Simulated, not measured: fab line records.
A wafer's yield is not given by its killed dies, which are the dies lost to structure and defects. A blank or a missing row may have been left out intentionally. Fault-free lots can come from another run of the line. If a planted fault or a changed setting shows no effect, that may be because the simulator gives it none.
Split-lot study || flow n5-finfet || 7 lots, 21 wafers read, on a route of 1938 steps

## SPLIT DETAILS
At N5_PMOS_HMC_CHANNEL_EPI_EXPOSE_06 (exposes mask PMOS HMC BLK, target cd 240 nm), the setting dose-mj was moved away from the recipe's 41 on 7 of the 21 wafers read, by -4.1% to +7.5%. This setting was run at the recipe's value on the other wafers.

## BETWEEN THE SPLIT AND THE READING: the file shows 1 step in between
- N5_PMOS_HMC_CHANNEL_EPI_DEVELOP_08: develop time 30 s (also split here: develop-time-s)

## THE READING
At N5_PMOS_HMC_CHANNEL_EPI_CD_MEAS_09: cd-nm in nanometres, against a target cd of 237.4 nm. On this fab line, fault-free wafers typically give 238.1 nm with a standard deviation of 0.88 nm.

{"wafer": "L076.1", "tool, chamber at the split": "arfi-scanner-03, 0", "dose-mj as run": 44.06, "against the recipe": "+7.5%", "cd-nm, nm": 243.7, "against lot-mates on the recipe": "+6.3"}
{"wafer": "L076.4", "tool, chamber at the split": "arfi-scanner-03, 0", "dose-mj as run": 41, "against the recipe": "recipe", "cd-nm, nm": 237.3, "against lot-mates on the recipe": "-"}
{"wafer": "L076.5", "tool, chamber at the split": "arfi-scanner-03, 0", "dose-mj as run": 41, "against the recipe": "recipe", "cd-nm, nm": 237.4, "against lot-mates on the recipe": "-"}
{"wafer": "L077.1", "tool, chamber at the split": "arfi-scanner-03, 0", "dose-mj as run": 39.3, "against the recipe": "-4.1%", "cd-nm, nm": 233.8, "against lot-mates on the recipe": "no lot-mate on the recipe"}
{"wafer": "L077.2", "tool, chamber at the split": "arfi-scanner-03, 0", "dose-mj as run": 39.3, "against the recipe": "-4.1%", "cd-nm, nm": 235.5, "against lot-mates on the recipe": "no lot-mate on the recipe"}
{"wafer": "L077.4", "tool, chamber at the split": "arfi-scanner-03, 0", "dose-mj as run": 39.3, "against the recipe": "-4.1%", "cd-nm, nm": 233.5, "against lot-mates on the recipe": "no lot-mate on the recipe"}
{"wafer": "L079.3", "tool, chamber at the split": "arfi-scanner-02, 0", "dose-mj as run": 41, "against the recipe": "recipe", "cd-nm, nm": 239.4, "against lot-mates on the recipe": "-"}
{"wafer": "L079.4", "tool, chamber at the split": "arfi-scanner-02, 0", "dose-mj as run": 41, "against the recipe": "recipe", "cd-nm, nm": 239.3, "against lot-mates on the recipe": "-"}
{"wafer": "L079.5", "tool, chamber at the split": "arfi-scanner-02, 0", "dose-mj as run": 41, "against the recipe": "recipe", "cd-nm, nm": 240.4, "against lot-mates on the recipe": "-"}
{"wafer": "L089.2", "tool, chamber at the split": "arfi-scanner-01, 0", "dose-mj as run": 41, "against the recipe": "recipe", "cd-nm, nm": 238.9, "against lot-mates on the recipe": "-"}
{"wafer": "L089.3", "tool, chamber at the split": "arfi-scanner-01, 0", "dose-mj as run": 41, "against the recipe": "recipe", "cd-nm, nm": 238.5, "against lot-mates on the recipe": "-"}
{"wafer": "L089.6", "tool, chamber at the split": "arfi-scanner-01, 0", "dose-mj as run": 42.14, "against the recipe": "+2.8%", "cd-nm, nm": 240.8, "against lot-mates on the recipe": "+2.1"}
{"wafer": "L090.1", "tool, chamber at the split": "arfi-scanner-01, 0", "dose-mj as run": 41, "against the recipe": "recipe", "cd-nm, nm": 237.2, "against lot-mates on the recipe": "-"}
{"wafer": "L090.4", "tool, chamber at the split": "arfi-scanner-01, 0", "dose-mj as run": 41, "against the recipe": "recipe", "cd-nm, nm": 236.7, "against lot-mates on the recipe": "-"}
{"wafer": "L090.5", "tool, chamber at the split": "arfi-scanner-01, 0", "dose-mj as run": 41, "against the recipe": "recipe", "cd-nm, nm": 238.3, "against lot-mates on the recipe": "-"}
{"wafer": "L091.3", "tool, chamber at the split": "arfi-scanner-01, 0", "dose-mj as run": 41, "against the recipe": "recipe", "cd-nm, nm": 238.6, "against lot-mates on the recipe": "-"}
{"wafer": "L091.5", "tool, chamber at the split": "arfi-scanner-01, 0", "dose-mj as run": 41, "against the recipe": "recipe", "cd-nm, nm": 238.1, "against lot-mates on the recipe": "-"}
{"wafer": "L091.6", "tool, chamber at the split": "arfi-scanner-01, 0", "dose-mj as run": 41, "against the recipe": "recipe", "cd-nm, nm": 237.6, "against lot-mates on the recipe": "-"}
{"wafer": "L093.1", "tool, chamber at the split": "arfi-scanner-03, 0", "dose-mj as run": 43.48, "against the recipe": "+6.0%", "cd-nm, nm": 240.6, "against lot-mates on the recipe": "+4.2"}
{"wafer": "L093.2", "tool, chamber at the split": "arfi-scanner-03, 0", "dose-mj as run": 43.48, "against the recipe": "+6.0%", "cd-nm, nm": 241.1, "against lot-mates on the recipe": "+4.7"}
{"wafer": "L093.3", "tool, chamber at the split": "arfi-scanner-03, 0", "dose-mj as run": 41, "against the recipe": "recipe", "cd-nm, nm": 236.4, "against lot-mates on the recipe": "-"}

FIT RESULTS
A straight line over all 21 wafers: cd-nm changes by +0.702 nm for each +1% of dose-mj; r = +0.88; the points scatter about the line by 1.2 nm.
The same after taking each lot's own level away (the mean of its wafers on the recipe; 18 wafers): +0.786 nm for each +1%; r = +0.98; scatter 0.45 nm.
That fit puts the effect of the largest move of dose-mj on the reading at 5.9 nm.
The lots' own levels span 236.40 to 239.70 nm, that is 3.8 times the standard deviation above.
In other words, the slope is changed by the lot-to-lot level; the two fits disagree.
Check: with one of the wafers moved furthest among these (+7.5%) left out of the fit, the line predicts +5.5 nm for it against its lot-mates. It came out at +6.35 nm against them.

## THESE WAFERS: OTHER SPLITS
Other splits were also applied to these wafers ahead of the reading. Each is held against what the fit with the lots' levels taken away leaves over:
{"other split on the same wafers": "N5_ZERO_LAYER_PECVD_02 time-s", "wafers away from the commonest value": 9, "r with cd-nm (lot level and that fit taken away)": "+0.29"}
{"other split on the same wafers": "N5_ZERO_LAYER_COAT_05 spin-rpm", "wafers away from the commonest value": 5, "r with cd-nm (lot level and that fit taken away)": "+0.06"}
{"other split on the same wafers": "N5_PMOS_HMC_CHANNEL_EPI_DEVELOP_08 develop-time-s", "wafers away from the commonest value": 9, "r with cd-nm (lot level and that fit taken away)": "+0.04"}

## THE WHOLE CHAIN: every reading that the file lists as answering this split, in the file's order
{"step": "N5_PMOS_HMC_CHANNEL_EPI_CD_MEAS_09", "what it does": "target cd 237.4 nm", "reading": "cd-nm", "change (the file's fit)": "+0.802 nm for each +1% of the setting", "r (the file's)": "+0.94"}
{"step": "N5_PMOS_HMC_CHANNEL_EPI_DESCUM_14", "what it does": "chemistry O2, time 7.9 s", "reading": "PMOS_HMC_CHANNEL_EPI.cd-nm (the simulator's own value, which no gauge read)", "change (the file's fit)": "+0.82 nm for each +1% of the setting", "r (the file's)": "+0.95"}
{"step": "N5_PMOS_HMC_CHANNEL_EPI_ETCH_32", "what it does": "etches BARC in N2/H2, stops on SiO2, target depth 85.8 nm, time 50.3 s", "reading": "PMOS_HMC_CHANNEL_EPI.cd-nm (the simulator's own value, which no gauge read)", "change (the file's fit)": "+0.829 nm for each +1% of the setting", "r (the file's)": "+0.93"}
{"step": "N5_PMOS_HMC_CHANNEL_EPI_FIN_RECESS_16", "what it does": "chemistry HBr/Cl2, target Si, target depth 54 nm, time 18 s", "reading": "PMOS_HMC_CHANNEL_EPI.cd-nm (the simulator's own value, which no gauge read)", "change (the file's fit)": "+0.836 nm for each +1% of the setting", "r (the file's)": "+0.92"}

## THE FILE'S OWN FIT
cd-nm changes by +0.802 nm for each +1% of dose-mj, r = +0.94.
